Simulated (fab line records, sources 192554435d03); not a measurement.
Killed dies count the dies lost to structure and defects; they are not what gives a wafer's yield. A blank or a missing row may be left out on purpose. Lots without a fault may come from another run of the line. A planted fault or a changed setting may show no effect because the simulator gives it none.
Matching of chambers | flow n5Finfet | 3 sister chambers for N5_MIM_TOP_ETCH_PECVD_03 on pecvd-02
The step deposits SiNx from SiH4/NH3/N2, target thk 20 nm, time 17.6 s. 6 wafers are shown with their chamber, then 7 later ones without.

## WAFERS PAIRED WITH THEIR CHAMBERS
wafer  | chamber | showerheadPlenumPTorr (Torr) | throttleValvePct (%)
L257.4 | 1       | 5.12                         | 39.1
L266.4 | 1       | 5.14                         | 38.8
L267.1 | 0       | 5.15                         | 40.6
L267.6 | 2       | 5.09                         | 39.7
L277.4 | 2       | 5.09                         | 40.0
L277.5 | 0       | 5.16                         | 40.9

## WAFERS WITH NO CHAMBER GIVEN
wafer  | showerheadPlenumPTorr (Torr) | throttleValvePct (%)
L277.6 | 5.13                         | 38.7
L273.1 | 5.06                         | 39.9
L273.2 | 5.16                         | 40.8
L273.3 | 5.13                         | 38.9
L278.3 | 5.17                         | 40.8
L278.4 | 5.12                         | 38.7
L278.6 | 5.09                         | 40.0

## WHICH CHAMBER EACH ONE RAN IN
wafer  | from the rows above | in truth
L277.6 | 1                   | 1
L273.1 | 2                   | 2
L273.2 | 0                   | 0
L273.3 | 1                   | 1
L278.3 | 0                   | 0
L278.4 | 1                   | 1
L278.6 | 2                   | 2
Correct placement for 7 of the 7. Can't be placed from these rows: 0. Number placed wrongly: 0.
How it was worked out, from the rows above alone: a wafer's distance from a chamber is the root of the sum, over the readings, of the square of ((its reading less the chamber's mean) divided by the reading's scatter). If the next closest chamber is less than 2 further off than the closest, the wafer can't be placed; otherwise it belongs to the closest. Each chamber's mean is taken over the wafers shown for it. The scatter: take each reading less its chamber's mean, square it, sum over the shown wafers, divide by the number of wafers less the number of chambers, and take the root.
